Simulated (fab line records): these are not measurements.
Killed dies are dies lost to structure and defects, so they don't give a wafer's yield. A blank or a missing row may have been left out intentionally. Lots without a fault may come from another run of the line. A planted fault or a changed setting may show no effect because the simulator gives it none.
Chamber matching || flow n5-finfet || N5_BEOL_M5_CO_CAP_78 on cvd-co-02 has 3 sister chambers
The step material Co, precursor CCTBA/H2, target thk 2 nm, time 102.1 s. 3 wafers are shown with their chamber, then 11 later ones without.

== WAFERS, EACH WITH ITS CHAMBER ==
{"wafer": "L091.2", "chamber": 1, "heater-power-outer-w (W)": 137}
{"wafer": "L091.6", "chamber": 2, "heater-power-outer-w (W)": 112}
{"wafer": "L094.1", "chamber": 0, "heater-power-outer-w (W)": 133}

== WAFERS WITH NO CHAMBER GIVEN ==
{"wafer": "L094.2", "heater-power-outer-w (W)": 112}
{"wafer": "L094.4", "heater-power-outer-w (W)": 113}
{"wafer": "L095.2", "heater-power-outer-w (W)": 135}
{"wafer": "L095.4", "heater-power-outer-w (W)": 114}
{"wafer": "L095.6", "heater-power-outer-w (W)": 141}
{"wafer": "L097.4", "heater-power-outer-w (W)": 112}
{"wafer": "L097.5", "heater-power-outer-w (W)": 140}
{"wafer": "L097.6", "heater-power-outer-w (W)": 136}
{"wafer": "L096.2", "heater-power-outer-w (W)": 134}
{"wafer": "L096.3", "heater-power-outer-w (W)": 114}
{"wafer": "L096.5", "heater-power-outer-w (W)": 110}

== CHAMBER TAKEN BY EACH ==
{"wafer": "L094.2", "from the rows above": 2, "in truth": 2}
{"wafer": "L094.4", "from the rows above": 2, "in truth": 2}
{"wafer": "L095.2", "from the rows above": "can't be placed: 0 or 1", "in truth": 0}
{"wafer": "L095.4", "from the rows above": 2, "in truth": 2}
{"wafer": "L095.6", "from the rows above": 1, "in truth": 1}
{"wafer": "L097.4", "from the rows above": 2, "in truth": 2}
{"wafer": "L097.5", "from the rows above": 1, "in truth": 1}
{"wafer": "L097.6", "from the rows above": "can't be placed: 1 or 0", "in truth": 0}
{"wafer": "L096.2", "from the rows above": "can't be placed: 0 or 1", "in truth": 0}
{"wafer": "L096.3", "from the rows above": 2, "in truth": 2}
{"wafer": "L096.5", "from the rows above": 2, "in truth": 2}
Correct placement for 8 of the 11. Unplaceable from these rows: 3, with the true chamber sitting among the candidates in 3. Wrongly placed: 0.
How it was worked out, from the rows above alone: a wafer's distance from a chamber is the root of the sum, over the readings, of the square of ((its reading less the chamber's mean) divided by the reading's scatter). The wafer belongs to the nearest chamber; if the next one is less than 2 further off, it can't be placed. A chamber's mean is the mean of its shown wafers. The scatter (one wafer shown for each chamber): square how far every hidden wafer sits from the nearest shown wafer, average those squares and take the square root.
